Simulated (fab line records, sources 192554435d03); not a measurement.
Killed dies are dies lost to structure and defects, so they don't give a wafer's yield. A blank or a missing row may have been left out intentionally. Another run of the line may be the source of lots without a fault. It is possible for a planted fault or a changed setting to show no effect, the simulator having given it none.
fab line records    flow n5_finfet
record: lots: 6  wafers: 18  last_day: 18
route steps=1938 shown BEOL_M6@1251 BEOL_M7@1263 PASSIVATION@1936
lots that met no fault: from a run of the same line without faults
start_h: hours from the record's opening day to when the first of the lot's shown wafers began    wait_h: hours from the lot's prior step to this one    " as in the row above    L1.1+2: one row covering several wafers at once    - no value, or no start given    * or withheld: withheld    < > ~ a bound
route shown NAME@n: a module of which the file shows steps, and the number in the route of the first    usual: mean/standard deviation of fault-free wafers    same: alike in all rows    chamber/n: place in a boat    sites: per-site readings    _std_site: how widely they spread, as a standard deviation    _edge_site: the outer-site mean with the inner-site mean subtracted    radius_mm: for every site, how far away it sits from the centre of the wafer    mask NAME#n: copy n    behind: the last tool/chamber to shape the wafer    hold: what put the lot on hold/how long, in hours/how the hold closed    device: the n, p or np transistor that did not switch    end of line: tests run on the same wafers once the route is complete    a step given without rows: its recipe and nothing more    killed: dies lost to structure and defects at the first sort, not the wafer's yield    map: a wafer's dies, marking killed ones x, the rest . and places with no die _
set.NAME: the setting the step ran with; set.NAME@STEP: the setting that earlier step ran with    model.NAME: the simulator's own value behind a step, which no gauge read
certain route steps with their lots: each step a table, each wafer a row
services: the hour from which a tool's chamber was out of use, counted from the record's first day as start_h (under 0 if before that day), plus the number of hours and why
== steps ==
step: N5_BEOL_M6_ALD_77
recipe: material: TaN  target_thk_a: 20  temp_c: 275  ald_precursor_family: PDMAT  ald_co_reactant: NH3  pressure_torr: 3  carrier_flow_sccm: 1500  pulse_time_s: 2  purge_time_s: 3  co_reactant_purge_time_s: 2  co_reactant_pulse_time_s: 3  ald_cycles: 40  precursor_vessel_temp_c: 75  precursor_vessel_pressure_torr: 26.25  precursor_vessel_carrier_sccm: 1000
usual: heater_power_w: 414/37
lot.wafer  tool          chamber  start_h  wait_h  heater_power_w
L793.1     ald_metal-04  3        246.92   0.2     373
L793.4     "             1        "        "       453
L793.5     "             1        "        "       458
L795.2     ald_metal-04  3        252.64   0.0     379
L795.4     "             0        "        "       437
L795.6     "             1        "        "       468
L796.2     ald_metal-01  1        272.08   0.3     377
L796.3     "             0        "        "       396
L796.4     "             2        "        "       505
L799.1     ald_metal-04  3        284.02   0.0     370
L799.4     "             0        "        "       420
L799.6     "             1        "        "       449
L805.1     ald_metal-03  3        335.86   0.0     402
L805.3     "             0        "        "       441
L805.5     "             2        "        "       414
L806.1     ald_metal-03  1        338.35   0.1     396
L806.2     "             0        "        "       428
L806.4     "             3        "        "       395
step: N5_BEOL_M6_SURFACE_TREAT_79
recipe: gas: Ar  time_s: *  ion_energy_ev: *  ion_current_ma_cm2: 0.5  pressure_mtorr: *  ar_flow_sccm: 30
step: N5_BEOL_M6_CVD_78
recipe: material: Co  target_thk_a: 20  temp_c: withheld  precursor: CCTBA/H2  pressure_torr: 30  time_s: 142.3
step: N5_BEOL_M6_SPUTTER_48
recipe: material: Cu  target_thk_a: 100  temp_c: -20  bias_v: 60  power_w: 26000  chamber_pressure_pa: 0.13  time_s: 1.667
usual: bias_v: 60.0/0.61  chamber_pressure_pa: 0.12998/0.00027  throttle_valve_pct: 30.1/0.99
lot.wafer  tool            chamber  start_h  wait_h  bias_v  chamber_pressure_pa  throttle_valve_pct
L793.1     pvd_sputter-02  -        248.02   0.1     60.3    0.12983              29.8
L793.4     "               -        "        "       59.8    0.12957              27.7
L793.5     "               -        "        "       60.0    0.13019              31.1
L795.2     pvd_sputter-01  -        253.25   0.1     60.4    0.13005              31.0
L795.4     "               -        "        "       59.7    0.13029              31.4
L795.6     "               -        "        "       60.7    0.13037              28.8
L796.2     pvd_sputter-03  -        276.31   0.3     60.4    0.12984              30.1
L796.3     "               -        "        "       60.8    0.12968              30.9
L796.4     "               -        "        "       59.9    0.12942              30.5
L799.1     pvd_sputter-03  -        284.72   0.1     59.6    0.13019              29.9
L799.4     "               -        "        "       59.9    0.13029              29.6
L799.6     "               -        "        "       60.4    0.12988              30.0
L805.1     pvd_sputter-02  -        337.99   1.7     59.9    0.13005              31.3
L805.3     "               -        "        "       59.9    0.13013              27.8
L805.5     "               -        "        "       61.2    0.12984              30.0
L806.1     pvd_sputter-02  -        338.98   0.1     59.4    0.12993              27.6
L806.2     "               -        "        "       61.1    0.13003              31.0
L806.4     "               -        "        "       59.3    0.12951              29.9
step: N5_BEOL_M6_ECD_50
recipe: material: Cu  target_thk_a: 3000
step: N5_BEOL_M6_ANNEAL_51
recipe: temp_c: 225  time_s: 90  ambient: N2
usual: wafer_temp_C_max: 226.3/0.4
lot.wafer  tool           chamber  start_h  wait_h  wafer_temp_C_max
L793.1     rtp_anneal-01  0        248.37   0.2     226.8
L793.4     "              0        "        "       226.7
L793.5     "              0        "        "       226.1
L795.2     rtp_anneal-02  0        253.69   0.3     226.4
L795.4     "              0        "        "       226.0
L795.6     "              0        "        "       225.9
L796.2     rtp_anneal-02  0        276.56   0.1     226.0
L796.3     "              0        "        "       226.2
L796.4     "              0        "        "       226.3
L799.1     rtp_anneal-01  0        285.15   0.3     227.5
L799.4     "              0        "        "       226.5
L799.6     "              0        "        "       226.2
L805.1     rtp_anneal-02  0        338.20   0.1     225.9
L805.3     "              0        "        "       226.3
L805.5     "              0        "        "       225.9
L806.1     rtp_anneal-02  0        339.19   0.1     226.0
L806.2     "              0        "        "       225.9
L806.4     "              0        "        "       226.2
step: N5_BEOL_M6_CMP_52
recipe: stop_on: SiCOH_lowk  t_overpolish_s: 6.9  down_force_psi: 1  platen_rpm: 50  clearing_platen_down_force_psi: 1.5  clearing_platen_rpm: 50  post_cmp_clean: cu_alkaline  target_thk_nm: 80  clearing_platen_pad_velocity_m_s: 0.99484  pad_velocity_m_s: 0.99484
step: N5_BEOL_M6_THK_MEAS_53
recipe: thk_meas_gauge: xrf  reads: Cu_of_BEOL_M6_ECD_50
usual: M6_THK: 79.0/2.4
lot.wafer  tool           chamber  start_h  wait_h  M6_THK[nm]
L793.1     film_metro-01  -        248.97   -       77.4
L793.4     "              -        "        "       79.4
L793.5     "              -        "        "       75.2
L795.2     film_metro-02  -        254.25   -       78.1
L795.4     "              -        "        "       80.6
L795.6     "              -        "        "       82.1
L796.2     film_metro-01  -        277.11   -       77.9
L796.3     "              -        "        "       79.8
L796.4     "              -        "        "       78.6
L799.1     film_metro-02  -        285.74   -       77.5
L799.4     "              -        "        "       81.3
L799.6     "              -        "        "       82.3
L805.1     film_metro-02  -        338.79   -       82.0
L805.3     "              -        "        "       82.6
L805.5     "              -        "        "       83.0
L806.1     film_metro-01  -        339.78   -       79.3
L806.2     "              -        "        "       78.6
L806.4     "              -        "        "       81.2
step: N5_BEOL_M6_PRE_CLEAN_55
recipe: gas: NH3  time_s: 15  temp_c: withheld  rf_power_w: 300
step: N5_BEOL_M6_DEP_56
recipe: material: SiCN  target_thk_a: 100  temp_c: withheld  precursor: 3MS/NH3  pressure_torr: 3  rf_w: 202  time_s: 17.5
usual: showerhead_plenum_p_Torr: 3.670/0.019  throttle_valve_pct: 9.0/0.56
lot.wafer  tool      chamber  start_h  wait_h  showerhead_plenum_p_Torr  throttle_valve_pct
L793.1     pecvd-02  1        249.05   0.0     3.653                     8.7
L793.4     "         1        "        "       3.653                     8.7
L793.5     "         1        "        "       3.651                     9.0
L795.2     pecvd-02  0        254.32   0.0     3.657                     9.2
L795.4     "         0        "        "       3.645                     8.9
L795.6     "         0        "        "       3.638                     8.8
L796.2     pecvd-03  0        277.17   0.0     3.680                     8.8
L796.3     "         2        "        "       3.689                     8.8
L796.4     "         0        "        "       3.684                     8.6
L799.1     pecvd-02  2        285.80   0.0     3.659                     9.0
L799.4     "         0        "        "       3.639                     8.8
L799.6     "         1        "        "       3.647                     9.0
L805.1     pecvd-02  1        338.85   0.0     3.645                     8.9
L805.3     "         0        "        "       3.648                     8.9
L805.5     "         0        "        "       3.658                     8.8
L806.1     pecvd-02  0        339.84   0.0     3.646                     9.1
L806.2     "         1        "        "       3.646                     8.9
L806.4     "         1        "        "       3.639                     8.6
step: N5_BEOL_M6_RS_MEAS_57
recipe: thk_meas_gauge: four-point-probe  reads: Cu_of_BEOL_M6_ECD_50+Co_of_BEOL_M6_CVD_78+TaN_of_BEOL_M6_ALD_77
usual: M6_RS: 0.289/0.0096
lot.wafer  tool           chamber  start_h  wait_h  M6_RS[ohm/sq]
L793.1     film_metro-01  -        249.13   0.1     0.292
L793.4     "              -        "        "       0.283
L793.5     "              -        "        "       0.300
L795.2     film_metro-02  -        254.41   0.1     0.294
L795.4     "              -        "        "       0.282
L795.6     "              -        "        "       0.277
L796.2     film_metro-01  -        277.24   0.1     0.290
L796.3     "              -        "        "       0.282
L796.4     "              -        "        "       0.287
L799.1     film_metro-01  -        285.87   0.1     0.295
L799.4     "              -        "        "       0.279
L799.6     "              -        "        "       0.275
L805.1     film_metro-01  -        338.92   0.1     0.280
L805.3     "              -        "        "       0.278
L805.5     "              -        "        "       0.277
L806.1     film_metro-02  -        339.91   0.1     0.283
L806.2     "              -        "        "       0.286
L806.4     "              -        "        "       0.276
step: N5_BEOL_M6_INSPECT_58
recipe: inspect_instrument: darkfield  mode: post_dep
usual: raw_defect_count: 72/26
lot.wafer  tool               chamber  start_h  wait_h  raw_defect_count
L793.1     defect_inspect-02  -        249.16   0.0     79
L793.4     "                  -        "        "       85
L793.5     "                  -        "        "       54
L795.2     defect_inspect-02  -        254.43   0.0     63
L795.4     "                  -        "        "       61
L795.6     "                  -        "        "       47
L796.2     defect_inspect-02  -        277.27   0.0     125
L796.3     "                  -        "        "       91
L796.4     "                  -        "        "       106
L799.1     defect_inspect-02  -        285.90   0.0     54
L799.4     "                  -        "        "       76
L799.6     "                  -        "        "       60
L805.1     defect_inspect-01  -        338.95   0.0     33
L805.3     "                  -        "        "       45
L805.5     "                  -        "        "       45
L806.1     defect_inspect-02  -        339.93   0.0     62
L806.2     "                  -        "        "       46
L806.4     "                  -        "        "       68
step: N5_BEOL_M7_ILD_DEP_00
recipe: material: SiCOH_lowk  target_thk_a: 1797.5  temp_c: 300  precursor: DEMS/porogen  pressure_torr: 5  rf_w: 500  time_s: 33.4
usual: heater_power_w: 328/45  showerhead_plenum_p_Torr: 5.756/0.014  susceptor_temp_C: 299.97/0.2  throttle_valve_pct: 13.8/0.79
lot.wafer  tool      chamber  start_h  wait_h  heater_power_w  showerhead_plenum_p_Torr  susceptor_temp_C  throttle_valve_pct
L793.1     pecvd-03  2        249.20   0.0     282             5.770                     299.64            13.5
L793.4     "         2        "        "       282             5.770                     299.57            13.6
L793.5     "         0        "        "       415             5.762                     300.19            13.3
L795.2     pecvd-03  1        254.47   0.0     303             5.740                     298.82            13.4
L795.4     "         2        "        "       318             5.770                     298.39            13.7
L795.6     "         0        "        "       380             5.765                     298.63            13.6
L796.2     pecvd-03  0        277.31   0.0     400             5.764                     298.63            13.4
L796.3     "         2        "        "       324             5.766                     298.54            13.5
L796.4     "         1        "        "       297             5.740                     298.54            13.4
L799.1     pecvd-01  2        285.93   0.0     338             5.774                     299.91            13.2
L799.4     "         0        "        "       294             5.758                     300.15            13.7
L799.6     "         2        "        "       336             5.781                     300.33            12.9
L805.1     pecvd-04  1        338.99   0.0     374             5.780                     300.04            14.6
L805.3     "         0        "        "       300             5.734                     299.97            13.6
L805.5     "         2        "        "       363             5.721                     299.87            13.8
L806.1     pecvd-03  2        339.97   0.0     275             5.779                     300.01            13.8
L806.2     "         0        "        "       380             5.769                     300.09            13.6
L806.4     "         2        "        "       281             5.767                     300.10            14.0
step: N5_BEOL_M7_CURE_74
recipe: temp_c: 385  time_s: 240  ambient: He/Ar  material: SiCOH_lowk
usual: lamp_power_pct: 52.32/0.054  wafer_temp_C_max: 386.6/0.52
lot.wafer  tool        chamber  start_h  wait_h  lamp_power_pct  wafer_temp_C_max
L793.1     uv_cure-01  0        249.26   0.0     52.39           387.3
L793.4     "           0        "        "       52.30           387.0
L793.5     "           0        "        "       52.34           387.7
L795.2     uv_cure-01  1        254.61   0.1     52.26           386.2
L795.4     "           1        "        "       52.25           386.4
L795.6     "           1        "        "       52.36           386.8
L796.2     uv_cure-03  1        277.53   0.2     52.32           386.7
L796.3     "           1        "        "       52.34           386.4
L796.4     "           1        "        "       52.34           387.1
L799.1     uv_cure-01  0        286.00   0.0     52.31           387.8
L799.4     "           0        "        "       52.31           386.6
L799.6     "           0        "        "       52.31           387.2
L805.1     uv_cure-01  1        339.05   0.0     52.37           386.7
L805.3     "           1        "        "       52.36           386.2
L805.5     "           1        "        "       52.22           386.6
L806.1     uv_cure-02  0        340.04   0.0     52.26           386.9
L806.2     "           0        "        "       52.30           386.6
L806.4     "           0        "        "       52.30           386.5
step: N5_PASSIVATION_PROBE_49
usual: defect_limited_yield: 90.9/1.5  killed_at_M0_to_M3: 36/10  killed_at_M4_up: 13/5.5  killed_at_contacts: 12/5.6  killed_at_front_end: 42/12  killed_at_other: 4/3.2  killed_dies: 108/18  killed_open: 71/13  killed_short: 34/7.8  sort_bin_5_function: 5.4/1  sort_bin_6_memory: 3.4/0.68  sort_n_pass: 1072/18  sort_yield_pct: 90.9/1.5
same: gross_dies: 1180  killed_at_back_side: 0  sort_bin_4_leakage[%]: 0  sort_bin_8_speed[%]: 0
lot.wafer  tool       chamber  start_h  wait_h  defect_limited_yield[%]  killed_at_M0_to_M3  killed_at_M4_up  killed_at_contacts  killed_at_front_end  killed_at_other  killed_dies  killed_open  killed_short  sort_bin_5_function[%]  sort_bin_6_memory[%]  sort_n_pass  sort_yield_pct[%]
L795.2     prober-02  -        336.88   0.1     90.8                     31                  14               9                   52                   3                109          74           34            5.3                     3.6                   1071         90.8
L795.4     prober-02  -        336.98   0.2     90.5                     53                  14               14                  25                   6                112          70           42            5.8                     3.5                   1068         90.5
L795.6     prober-02  -        337.08   0.3     89.8                     49                  15               5                   48                   3                120          75           42            5.7                     4.2                   1060         89.8
L793.1     prober-02  -        340.49   0.0     90.4                     47                  13               13                  36                   4                113          85           26            5.3                     3.8                   1067         90.4
L793.4     prober-02  -        340.64   0.2     91.2                     49                  8                12                  26                   9                104          80           23            5.7                     3.1                   1076         91.2
L793.5     prober-02  -        340.69   0.2     90.8                     45                  4                10                  49                   1                109          82           27            6.0                     3.1                   1071         90.8
L796.2     prober-01  -        355.19   0.1     92.3                     30                  2                14                  39                   6                91           54           36            4.3                     2.9                   1089         92.3
L796.3     prober-01  -        355.24   0.1     92.2                     25                  15               12                  37                   3                92           62           30            4.5                     3.0                   1088         92.2
L796.4     prober-01  -        355.29   0.2     92.4                     27                  13               19                  31                   0                90           63           26            4.2                     3.1                   1090         92.4
L799.1     prober-01  -        373.41   0.0     90.5                     49                  18               14                  30                   1                112          74           37            4.9                     4.0                   1068         90.5
L799.4     prober-01  -        373.56   0.2     92.5                     37                  17               6                   24                   5                89           55           32            4.7                     2.6                   1091         92.5
L799.6     prober-01  -        373.66   0.3     91.6                     32                  12               5                   48                   2                99           63           33            4.7                     3.5                   1081         91.6
L806.1     prober-01  -        440.46   0.0     92.7                     19                  7                11                  46                   3                86           47           37            3.7                     3.1                   1094         92.7
L806.2     prober-01  -        440.51   0.1     90.8                     27                  11               15                  47                   8                108          73           33            4.2                     4.3                   1072         90.8
L806.4     prober-01  -        440.61   0.2     91.4                     31                  16               9                   40                   6                102          58           44            5.5                     2.7                   1078         91.4
L805.1     prober-01  -        440.76   0.3     88.5                     40                  21               20                  50                   5                136          89           46            6.8                     4.1                   1044         88.5
L805.3     prober-01  -        440.86   0.4     88.5                     54                  19               15                  47                   1                136          79           56            6.9                     4.1                   1044         88.5
L805.5     prober-01  -        440.96   0.5     87.2                     30                  14               23                  74                   10               151          94           56            7.2                     5.2                   1029         87.2
killed by level:class
L795.2 STI_FIN_REVEAL:geometric_particle:open=15 DUMMY_GATE:geometric_particle:open=15 BEOL_M0_SAQP:geometric_particle:short=10 FIN_SAQP:geometric_particle:short=7 BEOL_M1:geometric_particle:open=7 BEOL_M0_SAQP:geometric_particle:open=7 MOL_CONTACT_COAG:geometric_particle:open=6 BEOL_M2:geometric_particle:open=4
L795.4 MOL_CONTACT_COAG:geometric_particle:open=11 BEOL_M0_SAQP:geometric_particle:short=11 BEOL_M2:geometric_particle:open=11 STI_FIN_REVEAL:geometric_particle:open=8 BEOL_M0_SAQP:geometric_particle:open=7 BEOL_M1:geometric_particle:open=7 BEOL_M2:geometric_particle:short=7 BEOL_M4:geometric_particle:open=4
L795.6 FIN_SAQP:geometric_particle:open=18 BEOL_M0_SAQP:geometric_particle:short=18 BEOL_M0_SAQP:geometric_particle:open=12 STI_FIN_REVEAL:geometric_particle:open=7 DUMMY_GATE:geometric_particle:open=7 BEOL_M2:geometric_particle:open=6 BEOL_M1:geometric_particle:open=6 BEOL_M4:geometric_particle:open=5
L793.1 MOL_CONTACT_COAG:geometric_particle:open=12 BEOL_M2:geometric_particle:open=12 BEOL_M3:geometric_particle:open=12 BEOL_M1:geometric_particle:open=10 STI_FIN_REVEAL:geometric_particle:open=9 FIN_SAQP:geometric_particle:open=8 STI_FIN_REVEAL:geometric_particle:short=5 GATE_CUT:geometric_particle:short=4
L793.4 BEOL_M3:geometric_particle:open=14 BEOL_M1:geometric_particle:open=13 BEOL_M2:geometric_particle:open=13 MOL_CONTACT_COAG:geometric_particle:open=12 STI_FIN_REVEAL:geometric_particle:open=6 BEOL_M5:geometric_particle:open=5 FIN_SAQP:geometric_particle:open=4 STI_FIN_REVEAL:geometric_particle:short=3
L793.5 BEOL_M3:geometric_particle:open=15 STI_FIN_REVEAL:geometric_particle:open=14 BEOL_M2:geometric_particle:open=14 DUMMY_GATE:geometric_particle:open=9 MOL_CONTACT_COAG:geometric_particle:open=8 BEOL_M1:geometric_particle:open=8 STARTING-WAFER:geometric_particle:short=7 FIN_SAQP:geometric_particle:open=5
L796.2 FIN_SAQP:geometric_particle:open=11 MOL_CONTACT_COAG:geometric_particle:open=11 GATE_CUT:geometric_particle:short=8 BEOL_M0_SAQP:geometric_particle:short=7 STI_FIN_REVEAL:geometric_particle:open=6 BEOL_M1:geometric_particle:open=6 BEOL_M2:geometric_particle:open=6 BEOL_M3:geometric_particle:open=4
L796.3 MOL_CONTACT_COAG:geometric_particle:open=10 FIN_SAQP:geometric_particle:open=9 FIN_SAQP:geometric_particle:short=8 BEOL_M3:geometric_particle:open=8 BEOL_M1:geometric_particle:open=5 GATE_CUT:geometric_particle:short=5 BEOL_M4:geometric_particle:open=5 STARTING-WAFER:geometric_particle:open=4
L796.4 MOL_CONTACT_COAG:geometric_particle:open=15 BEOL_M2:geometric_particle:open=10 FIN_SAQP:geometric_particle:open=8 FIN_SAQP:geometric_particle:short=6 BEOL_M4:geometric_particle:open=6 GATE_CUT:geometric_particle:short=5 BEOL_M3:geometric_particle:open=5 MOL_CONTACT_COAG:geometric_particle:short=4
L799.1 BEOL_M0_SAQP:geometric_particle:open=16 BEOL_M0_SAQP:geometric_particle:short=10 MOL_CONTACT_COAG:geometric_particle:open=10 BEOL_M2:geometric_particle:open=9 STI_FIN_REVEAL:geometric_particle:open=8 BEOL_M4:geometric_particle:open=7 STARTING-WAFER:geometric_particle:short=6 BEOL_M2:geometric_particle:short=5
L799.4 BEOL_M0_SAQP:geometric_particle:short=9 BEOL_M0_SAQP:geometric_particle:open=9 BEOL_M3:geometric_particle:open=9 BEOL_M2:geometric_particle:open=6 FIN_SAQP:geometric_particle:short=5 STI_FIN_REVEAL:geometric_particle:open=5 MOL_CONTACT_COAG:geometric_particle:open=5 FIN_SAQP:geometric_particle:open=4
L799.6 FIN_SAQP:geometric_particle:open=12 FIN_SAQP:geometric_particle:short=8 BEOL_M0:geometric_particle:open=8 BEOL_M0_SAQP:geometric_particle:short=7 BEOL_M0_SAQP:geometric_particle:open=6 MOL_CONTACT_COAG:geometric_particle:open=5 STARTING-WAFER:geometric_particle:open=5 DUMMY_GATE:geometric_particle:open=4
L806.1 MOL_CONTACT_COAG:geometric_particle:open=11 STI_FIN_REVEAL:geometric_particle:open=9 FIN_SAQP:geometric_particle:short=8 BEOL_M0_SAQP:geometric_particle:short=8 FIN_SAQP:geometric_particle:open=6 BEOL_M1:geometric_particle:open=5 BEOL_M1:geometric_particle:short=4 STARTING-WAFER:geometric_particle:open=4
L806.2 STI_FIN_REVEAL:geometric_particle:open=17 MOL_CONTACT_COAG:geometric_particle:open=12 BEOL_M4:geometric_particle:open=7 BEOL_M0_SAQP:geometric_particle:short=6 STI_FIN_REVEAL:geometric_particle:short=5 DUMMY_GATE:geometric_particle:open=5 BEOL_M1:geometric_particle:open=5 FIN_SAQP:geometric_particle:open=4
L806.4 BEOL_M1:geometric_particle:short=10 BEOL_M4:geometric_particle:open=10 FIN_SAQP:geometric_particle:short=8 FIN_SAQP:geometric_particle:open=8 MOL_CONTACT_COAG:geometric_particle:open=8 STI_FIN_REVEAL:geometric_particle:open=7 BEOL_M0_SAQP:geometric_particle:open=7 BEOL_M0_SAQP:geometric_particle:short=5
L805.1 MOL_CONTACT_COAG:geometric_particle:open=16 BEOL_M4:geometric_particle:open=14 FIN_SAQP:geometric_particle:short=14 BEOL_M1:geometric_particle:open=12 STI_FIN_REVEAL:geometric_particle:open=11 BEOL_M1:geometric_particle:short=11 BEOL_M3:geometric_particle:open=6 FIN_SAQP:geometric_particle:open=5
L805.3 BEOL_M0_SAQP:geometric_particle:short=15 FIN_SAQP:geometric_particle:short=13 BEOL_M3:geometric_particle:open=12 BEOL_M4:geometric_particle:open=11 BEOL_M0_SAQP:geometric_particle:open=11 STI_FIN_REVEAL:geometric_particle:open=9 MOL_CONTACT_COAG:geometric_particle:open=8 FIN_SAQP:geometric_particle:open=7
L805.5 STI_FIN_REVEAL:geometric_particle:open=22 MOL_CONTACT_COAG:geometric_particle:open=21 FIN_SAQP:geometric_particle:short=14 FIN_SAQP:geometric_particle:open=9 BEOL_M0_SAQP:geometric_particle:short=9 BEOL_M3:geometric_particle:open=8 BEOL_M1:geometric_particle:open=5 DUMMY_GATE:geometric_particle:open=5
== services ==
tool            chamber  start_h  hours  kind
pecvd-03        0        224.32   5.5    scheduled_down
ald_metal-03    -        227.70   28.1   pm
pecvd-02        2        231.85   5.5    scheduled_down
ald_metal-04    1        244.04   -      calibration
uv_cure-02      -        268.20   2.1    pm
ald_metal-03    0        269.45   8.5    repair
ald_metal-04    1        271.72   1.9    repair
pvd_sputter-02  -        279.52   3.8    repair
pecvd-01        -        289.64   1.0    repair
ald_metal-03    3        297.82   3.1    repair
pecvd-04        1        298.99   6.2    repair
pecvd-04        2        303.65   2.1    scheduled_down
ald_metal-03    1        310.68   4.1    repair
pecvd-02        1        316.06   2.1    scheduled_down
pecvd-04        1        317.58   4.5    repair
pvd_sputter-01  -        320.04   19.6   repair
pecvd-04        1        327.41   2.1    scheduled_down
ald_metal-01    -        337.25   14.0   pm
ald_metal-01    0        337.25   14.0   vent_cycle
ald_metal-01    1        337.25   14.0   vent_cycle
ald_metal-01    2        337.25   14.0   vent_cycle
ald_metal-01    3        337.25   57.5   vent_cycle
== key ==
first_sign: step: N5_BEOL_M7_ILD_DEP_00  reading: susceptor_temp_C  direction: down  sigmas: 6.8  usual: *  struck: *
effect none on later readings
met_at N5_BEOL_M7_ILD_DEP_00
struck_wafers L795.2,L795.4,L795.6,L796.2,L796.3,L796.4
onset_between 249.20 254.47
fault: kind: process_parameter_drift  tool: pecvd-03  chamber: -  onset_h: 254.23  steps: N5_BEOL_M7_ILD_DEP_00  channel: temp_c  offset: *  shape: step  end_h: 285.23  acts_in: *  stated: *
